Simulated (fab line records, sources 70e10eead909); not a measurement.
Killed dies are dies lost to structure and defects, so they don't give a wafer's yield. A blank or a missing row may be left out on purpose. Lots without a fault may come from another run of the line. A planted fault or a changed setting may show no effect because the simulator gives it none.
Chamber matching | flow nand_harc | NHARC_A_STAIRCASE_CMP_450 on cmp-01: 4 sister chambers
The step polishes SiO2, target thk 200 nm. 7 wafers are shown with their chamber, then 7 later ones without.

WAFERS WITH THEIR CHAMBER
wafer  | chamber | motor_current_A (A)
L090.1 | 1       | 9.8
L090.2 | 0       | 12.3
L092.1 | 3       | 12.4
L092.3 | 1       | 10.5
L092.5 | 2       | 14.7
L093.1 | 3       | 12.4
L093.2 | 2       | 15.5

WAFERS WITHOUT THEIR CHAMBER
wafer  | motor_current_A (A)
L093.4 | 13.0
L095.1 | 12.5
L095.3 | 11.8
L095.4 | 14.3
L096.2 | 12.7
L096.4 | 10.2
L096.6 | 12.0

WHICH CHAMBER EACH WENT THROUGH
wafer  | from the rows above     | in truth
L093.4 | can't be placed: 3 or 0 | 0
L095.1 | can't be placed: 3 or 0 | 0
L095.3 | can't be placed: 0 or 3 | 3
L095.4 | 2                       | 2
L096.2 | can't be placed: 3 or 0 | 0
L096.4 | 1                       | 1
L096.6 | can't be placed: 0 or 3 | 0
Placed correctly: 2 of 7. Can't be placed from these rows: 5 (the true chamber is among the candidates in 5). Placed wrongly: 0.
How it was worked out, from the rows above alone: a wafer's distance from a chamber is the root of the sum, over the readings, of the square of ((its reading less the chamber's mean) divided by the reading's scatter). The wafer belongs to the nearest chamber; if the next one is less than 2 further off, it can't be placed. A chamber's mean is the mean of its shown wafers. The scatter: the root of (the sum of the squares of (reading less its chamber's mean) over the shown wafers, divided by (wafers less chambers)).
